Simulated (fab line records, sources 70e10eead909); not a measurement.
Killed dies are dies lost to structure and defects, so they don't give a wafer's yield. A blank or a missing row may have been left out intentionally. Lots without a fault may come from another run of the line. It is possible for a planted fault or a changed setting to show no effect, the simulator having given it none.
Chamber matching :: flow nand harc :: pecvd-03 running NHARC_P_GATE_DEP_103: 3 sister chambers
The step deposits SiON, target thk 30 nm. 6 wafers are shown with their chamber, then 7 later ones without.

== WAFERS, EACH WITH ITS CHAMBER ==
wafer: L075.5
chamber: 2
heater power w (W): 750

wafer: L082.4
chamber: 2
heater power w (W): 797

wafer: L091.2
chamber: 0
heater power w (W): 1060

wafer: L091.3
chamber: 0
heater power w (W): 1062

wafer: L091.1
chamber: 1
heater power w (W): 882

wafer: L091.5
chamber: 1
heater power w (W): 889

== WAFERS MISSING THEIR CHAMBER ==
wafer: L091.6
heater power w (W): 1075

wafer: L097.1
heater power w (W): 702

wafer: L097.2
heater power w (W): 902

wafer: L097.5
heater power w (W): 1076

wafer: L097.3
heater power w (W): 1073

wafer: L097.4
heater power w (W): 717

wafer: L097.6
heater power w (W): 896

== CHAMBER TAKEN BY EACH ==
wafer: L091.6
from the rows above: 0
in truth: 0

wafer: L097.1
from the rows above: 2
in truth: 2

wafer: L097.2
from the rows above: 1
in truth: 1

wafer: L097.5
from the rows above: 0
in truth: 0

wafer: L097.3
from the rows above: 0
in truth: 0

wafer: L097.4
from the rows above: 2
in truth: 2

wafer: L097.6
from the rows above: 1
in truth: 1
Placed correctly: 7 of 7. From these rows, 0 cannot be placed. Placed wrongly: 0.
How it was worked out, from the rows above alone: a wafer's distance from a chamber is the root of the sum, over the readings, of the square of ((its reading less the chamber's mean) divided by the reading's scatter). If the next closest chamber is less than 2 further off than the closest, the wafer can't be placed; otherwise it belongs to the closest. For every chamber, the mean is computed from those of its wafers that are shown. The scatter is the square root of a quotient: the sum, over the shown wafers, of each reading's squared deviation from its chamber's mean, divided by wafers minus chambers.
